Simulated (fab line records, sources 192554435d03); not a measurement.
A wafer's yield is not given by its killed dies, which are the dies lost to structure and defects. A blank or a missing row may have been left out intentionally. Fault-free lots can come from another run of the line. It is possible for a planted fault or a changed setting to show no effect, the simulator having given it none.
Matching of chambers ; flow n5 finfet ; rie si-05 running N5_FIN_SAQP_FIN_ETCH_36: 4 sister chambers
The step etches the open film in HBr/Cl2/O2, target depth 120 nm, time 50.4 s. 18 wafers are shown with their chamber, then 9 later ones without.

WAFERS WITH THEIR CHAMBER
wafer;chamber;oes product au (a.u.);rf fwd power W (W)
L074.2;3;0.980;793
L074.4;2;1.008;796
L074.6;2;1.005;797
L076.3;2;1.012;797
L076.4;3;0.974;795
L076.5;3;0.970;794
L079.1;1;1.012;796
L079.2;0;1.031;801
L079.3;3;0.965;795
L081.2;1;1.018;792
L081.3;0;1.042;794
L081.4;3;0.973;798
L084.3;0;1.025;797
L084.5;0;1.018;798
L084.6;1;1.022;796
L085.3;1;1.011;794
L085.4;2;1.023;792
L085.6;0;1.023;798

SIGNATURES, as means of the wafers listed above
reading;chamber 0;chamber 1;chamber 2;chamber 3;scatter within a chamber
oes product au;1.02780;1.01575;1.01200;0.97240;0.0072
rf fwd power W;797.60;794.50;795.50;795.00;2.19
Rule: for each reading, subtract the chamber's mean from the wafer's reading, divide by that reading's scatter and square the result; add these up over the readings and take the root, which gives the wafer's distance from the chamber. The wafer belongs to the nearest chamber; if the next one is less than 2 further off, it can't be placed. The scatter is the square root of a quotient: the sum, over the shown wafers, of each reading's squared deviation from its chamber's mean, divided by wafers minus chambers.

WAFERS WHOSE CHAMBER IS MISSING
wafer;oes product au (a.u.);rf fwd power W (W)
L086.2;1.027;796
L086.3;0.974;795
L086.5;1.010;796
L088.1;0.950;792
L088.3;1.007;795
L088.6;1.004;796
L096.1;1.025;800
L096.2;1.011;794
L096.4;0.981;792

CHAMBER TAKEN BY EACH
wafer;from the rows above;in truth
L086.2;can't be placed: 0 or 1 or 2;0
L086.3;3;3
L086.5;can't be placed: 2 or 1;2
L088.1;3;3
L088.3;can't be placed: 2 or 1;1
L088.6;can't be placed: 2 or 1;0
L096.1;can't be placed: 0 or 2 or 1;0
L096.2;can't be placed: 1 or 2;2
L096.4;3;3
Correctly placed: 3 of 9. These rows do not allow placing 6 (true chamber among the candidates in 5). 0 placed wrongly.
